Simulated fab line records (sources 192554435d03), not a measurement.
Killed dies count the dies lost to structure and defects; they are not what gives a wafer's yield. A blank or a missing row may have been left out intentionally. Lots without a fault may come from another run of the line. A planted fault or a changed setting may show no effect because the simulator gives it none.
fab line records	flow n5Finfet	part 2 of 2: steps 5 to 6 of 6
[record] lots = 23	wafers = 69	lastDay = 17
route steps=1938 shown MOL_CONTACT_COAG@607 BEOL_M0_SAQP@633
lots that met no fault: from a run of the same line without faults
startH: hours from the record's first day to the start of the lot's first wafer shown	waitH: time in hours since the lot's previous step	" the same as in the row above	L1.1+2: a row that stands for several wafers	- no value, or no start was given	* or withheld: withheld	< > ~ a bound
route shown NAME@n: NAME is a module with steps in the file, n the number in the route of the first one	usual: mean/standard deviation of fault-free wafers	same: alike in all rows	chamber/n: place in a boat	sites: the reading at each site	_std_site: how widely they spread, as a standard deviation	_edge_site: inner sites' mean taken away from outer sites' mean	radiusMm: how far each site lies from the wafer's centre	mask NAME#n: copy n	behind: the last tool/chamber to shape the wafer	hold: why the lot was held/for how many hours/how that ended	device: transistor that didn't switch, given as n, p or np	end of line: the tests these same wafers got at the end of their route	a step given without rows: its recipe and nothing more	killed: count of dies lost to structure and defects at first sort (not the wafer's yield)	map: dies across one wafer; x = killed, . = not, _ = none there
set.NAME: the setting the step ran with; set.NAME@STEP: the setting that earlier step ran with	model.NAME: the simulator's own value behind a step, which no gauge read
a sample of lots followed through the steps of the route, with each step as a table and each wafer as a row
services: when a tool's chamber went out of use (startH, in hours from the record's first day, below 0 if earlier), for how many hours, and the reason
[[steps]]
[step N5_BEOL_M0_SAQP_PECVD_96]
[recipe] material = a-Si	targetThkA = 450	tempC = 350	precursor = SiH4/He	pressureTorr = 3	rfW = 100	timeS = 45.2
[usual] heaterPowerW = 628/60	showerheadPlenumPTorr = 5.63/0.055	throttleValvePct = 18.2/1.6
lot.wafer	tool	chamber	startH	waitH	heaterPowerW	showerheadPlenumPTorr	throttleValvePct
L074.3	pecvd-01	1	110.84	0.0	573	5.60	17.6
L074.4	"	1	"	"	573	5.58	17.6
L074.5	"	2	"	"	668	5.57	17.6
L075.2	pecvd-03	1	114.38	0.0	591	5.61	19.8
L075.3	"	2	"	"	631	5.66	22.0
L075.5	"	1	"	"	579	5.62	20.3
L076.3	pecvd-01	1	117.48	0.0	606	5.58	17.4
L076.5	"	2	"	"	687	5.59	17.9
L076.6	"	0	"	"	639	5.72	18.3
L077.1	pecvd-01	0	123.38	0.0	559	5.72	18.2
L077.4	"	0	"	"	577	5.72	18.0
L077.5	"	1	"	"	561	5.59	17.5
L078.2	pecvd-03	2	130.70	0.0	554	5.66	22.2
L078.5	"	0	"	"	632	5.56	16.3
L078.6	"	1	"	"	562	5.63	20.1
L079.1	pecvd-03	0	138.18	0.0	644	5.55	15.8
L079.2	"	2	"	"	577	5.65	21.8
L079.3	"	1	"	"	569	5.62	19.9
L080.2	pecvd-01	2	141.22	0.0	595	5.57	17.5
L080.5	"	2	"	"	611	5.59	17.9
L080.6	"	1	"	"	631	5.59	17.3
L081.2	pecvd-01	2	145.55	0.0	692	5.60	17.6
L081.4	"	0	"	"	565	5.72	17.9
L081.5	"	2	"	"	677	5.59	17.5
L082.2	pecvd-04	0	156.98	0.0	756	5.68	18.5
L082.3	"	1	"	"	743	5.69	18.4
L082.5	"	2	"	"	655	5.69	17.4
L083.1	pecvd-03	1	160.50	0.0	613	5.62	19.7
L083.3	"	1	"	"	606	5.62	19.9
L083.4	"	0	"	"	682	5.55	16.5
L084.2	pecvd-03	2	169.41	0.0	578	5.67	21.8
L084.3	"	1	"	"	603	5.63	20.0
L084.4	"	1	"	"	604	5.63	19.8
L085.3	pecvd-03	2	176.87	0.0	591	5.64	21.9
L085.5	"	1	"	"	605	5.62	19.8
L085.6	"	2	"	"	590	5.67	22.0
L086.4	pecvd-01	0	187.01	0.0	611	5.73	18.2
L086.5	"	1	"	"	621	5.60	17.4
L086.6	"	2	"	"	711	5.59	17.8
L087.2	pecvd-01	1	192.17	0.0	549	5.60	17.4
L087.3	"	0	"	"	576	5.73	18.1
L087.5	"	1	"	"	558	5.59	17.2
L088.2	pecvd-03	0	195.91	0.0	643	5.57	16.3
L088.4	"	2	"	"	595	5.66	22.1
L088.6	"	0	"	"	644	5.56	16.3
L090.1	pecvd-01	2	200.61	0.0	688	5.59	17.6
L090.2	"	1	"	"	610	5.60	17.4
L090.3	"	0	"	"	619	5.73	17.9
L091.1	pecvd-01	2	208.10	0.0	622	5.57	18.0
L091.5	"	1	"	"	626	5.59	17.5
L091.6	"	2	"	"	606	5.58	17.7
L092.3	pecvd-03	0	217.79	0.0	607	5.56	16.2
L092.4	"	1	"	"	561	5.62	19.7
L092.5	"	0	"	"	606	5.58	16.3
L093.1	pecvd-03	0	221.18	0.0	577	5.58	16.4
L093.2	"	1	"	"	602	5.62	19.7
L093.5	"	0	"	"	570	5.57	16.1
L094.1	pecvd-04	0	224.80	0.0	749	5.69	18.6
L094.2	"	1	"	"	850	5.67	18.6
L094.4	"	1	"	"	860	5.68	18.5
L095.1	pecvd-04	2	234.03	0.0	625	5.69	17.6
L095.3	"	1	"	"	815	5.67	18.6
L095.4	"	2	"	"	642	5.69	17.2
L096.2	pecvd-03	1	248.60	0.0	654	5.62	19.9
L096.3	"	0	"	"	623	5.56	16.5
L096.6	"	0	"	"	605	5.56	16.6
L097.3	pecvd-01	1	249.66	0.0	625	5.60	17.3
L097.5	"	2	"	"	625	5.59	18.3
L097.6	"	1	"	"	617	5.60	17.6
[step N5_BEOL_M0_SAQP_MANDREL_ETCH_20]
[recipe] targetDepthA = 600	chemistry = HBr/Cl2	target = a-Si	stopOn = SiNx	btTimeS = 10	maskMaterial = SOC	overEtchFrac = 0.5	timeS = 30	pressureMtorr = 10	icpW = 800	biasW = 75	HBr_flow_sccm = 150	Cl2_flow_sccm = 80	ends = endPoint
[usual] drypumpMotorCurrentA = 6.0/0.42	heBacksideLeakSccm = 2.67/0.18	oesProductAu = 0.771/0.013	throttleValvePct = 35.3/0.35
lot.wafer	tool	chamber	startH	waitH	drypumpMotorCurrentA	heBacksideLeakSccm	oesProductAu	rfHoursCounterH	throttleValvePct
L074.3	rieSi-05	1	111.86	0.0	5.4	2.64	0.797	9	35.2
L074.4	"	2	"	"	6.0	2.65	0.785	139	36.2
L074.5	"	3	"	"	5.5	3.08	0.762	-	35.8
L075.2	rieSi-05	3	115.41	0.0	5.5	2.98	0.774	85	35.8
L075.3	"	1	"	"	5.4	2.69	0.800	9	35.2
L075.5	"	0	"	"	6.4	2.69	0.773	-	35.0
L076.3	rieSi-06	1	118.52	0.0	6.0	2.52	0.748	69	35.0
L076.5	"	1	"	"	6.0	2.62	0.748	-	35.1
L076.6	"	2	"	"	6.2	2.52	0.777	-	35.5
L077.1	rieSi-01	3	124.69	0.0	6.4	3.14	0.761	159	34.9
L077.4	"	0	"	"	6.3	2.75	0.765	51	35.3
L077.5	"	2	"	"	5.1	2.88	0.777	-	35.3
L078.2	rieSi-06	2	131.60	0.0	6.2	2.64	0.791	115	35.5
L078.5	"	1	"	"	6.0	2.43	0.764	-	35.0
L078.6	"	2	"	"	6.2	2.62	0.784	-	35.5
L079.1	rieSi-05	0	139.20	0.0	6.5	2.65	0.772	3	35.0
L079.2	"	3	"	"	5.5	3.03	0.774	85	35.8
L079.3	"	1	"	"	5.4	2.61	0.792	10	35.2
L080.2	rieSi-01	2	142.35	0.0	5.2	2.60	0.773	0	35.0
L080.5	"	0	"	"	6.3	2.65	0.772	-	35.3
L080.6	"	3	"	"	6.4	2.98	0.785	-	34.9
L081.2	rieSi-06	3	146.58	0.0	5.7	2.41	0.771	99	35.6
L081.4	"	2	"	"	6.2	2.76	0.781	116	35.5
L081.5	"	0	"	"	6.3	2.42	0.764	-	35.4
L082.2	rieSi-06	1	158.03	0.0	6.0	2.52	0.748	70	35.1
L082.3	"	3	"	"	5.7	2.53	0.765	99	35.6
L082.5	"	0	"	"	6.3	2.50	0.759	-	35.4
L083.1	rieSi-05	2	161.47	0.0	6.0	2.73	0.769	140	36.3
L083.3	"	0	"	"	6.5	2.63	0.748	3	35.1
L083.4	"	1	"	"	5.4	2.62	0.784	10	35.2
L084.2	rieSi-01	3	170.34	0.0	6.4	3.12	0.769	160	34.9
L084.3	"	2	"	"	5.1	2.71	0.764	1	35.0
L084.4	"	0	"	"	6.3	2.87	0.771	52	35.3
L085.3	rieSi-05	1	177.77	0.0	5.4	2.65	0.795	10	35.2
L085.5	"	0	"	"	6.5	2.66	0.753	-	35.1
L085.6	"	1	"	"	5.4	2.66	0.791	-	35.2
L086.4	rieSi-06	1	188.25	0.0	6.0	2.33	0.754	70	35.0
L086.5	"	2	"	"	6.2	2.59	0.794	-	35.4
L086.6	"	1	"	"	6.0	2.38	0.750	-	35.1
L087.2	rieSi-05	3	193.07	0.0	5.6	2.98	0.774	86	35.8
L087.3	"	1	"	"	5.4	2.73	0.780	11	35.2
L087.5	"	0	"	"	6.4	2.59	0.770	-	35.0
L088.2	rieSi-01	1	196.81	0.0	5.7	2.47	0.771	86	35.8
L088.4	"	2	"	"	5.1	2.63	0.793	1	34.9
L088.6	"	3	"	"	6.4	2.77	0.780	-	34.9
L090.1	rieSi-06	1	201.57	0.0	6.0	2.51	0.751	71	35.1
L090.2	"	2	"	"	6.2	2.36	0.789	117	35.5
L090.3	"	3	"	"	5.7	2.66	0.769	100	35.6
L091.1	rieSi-06	2	209.02	0.0	6.2	2.52	0.760	117	35.5
L091.5	"	0	"	"	6.4	2.66	0.774	-	35.4
L091.6	"	1	"	"	6.1	2.62	0.748	-	35.1
L092.3	rieSi-01	2	218.87	0.0	5.2	2.57	0.771	1	35.0
L092.4	"	0	"	"	6.3	2.79	0.769	53	35.3
L092.5	"	3	"	"	6.4	3.00	0.782	-	34.9
L093.1	rieSi-01	2	222.31	0.0	5.2	2.62	0.769	2	35.0
L093.2	"	1	"	"	5.7	2.60	0.771	87	35.8
L093.5	"	3	"	"	6.4	2.92	0.766	-	34.9
L094.1	rieSi-06	2	225.83	0.0	6.2	2.52	0.773	117	35.5
L094.2	"	0	"	"	6.4	2.42	0.752	84	35.4
L094.4	"	1	"	"	6.0	2.52	0.760	71	35.1
L095.1	rieSi-01	3	235.16	0.0	6.4	3.02	0.764	162	34.9
L095.3	"	2	"	"	5.2	2.50	0.775	2	35.0
L095.4	"	0	"	"	6.3	2.63	0.776	54	35.3
L096.2	rieSi-01	0	249.63	0.0	6.2	2.71	0.764	54	35.3
L096.3	"	2	"	"	5.1	2.71	0.778	2	35.0
L096.6	"	3	"	"	6.4	2.98	0.777	-	34.9
L097.3	rieSi-06	3	250.65	0.0	5.7	2.49	0.795	101	35.5
L097.5	"	1	"	"	6.0	2.59	0.745	-	35.0
L097.6	"	0	"	"	6.3	2.59	0.764	-	35.4
[[services]]
tool	chamber	startH	hours	kind
aldSin-03	-	85.25	14.0	pm
aldSin-04	2	85.27	1.7	repair
pecvd-03	2	92.37	5.5	repair
pecvd-04	2	93.92	20.9	repair
aldSin-01	0	94.74	3.5	repair
rieDiel-01	1	98.23	4.4	repair
rieSi-01	1	104.89	2.6	repair
aldSin-03	-	121.84	0.7	repair
rieSi-06	3	123.82	5.0	repair
aldSin-03	-	139.25	6.1	pm
rieDiel-05	0	160.29	3.8	repair
aldSin-04	-	177.15	14.0	pm
rieSi-01	-	177.36	0.2	repair
rieDiel-01	0	196.80	1.5	repair
rieDiel-01	2	198.84	3.8	repair
rieSi-01	-	201.91	4.3	pm
rieDiel-05	-	219.15	28.1	pm
aldSin-03	3	224.49	4.0	repair
rieDiel-01	1	224.90	1.9	repair
pecvd-04	0	225.92	13.6	repair
pecvd-04	-	236.58	14.6	pm
rieSi-01	1	237.12	1.9	repair
rieSi-06	1	238.23	2.6	repair
pecvd-01	0	242.40	11.1	repair
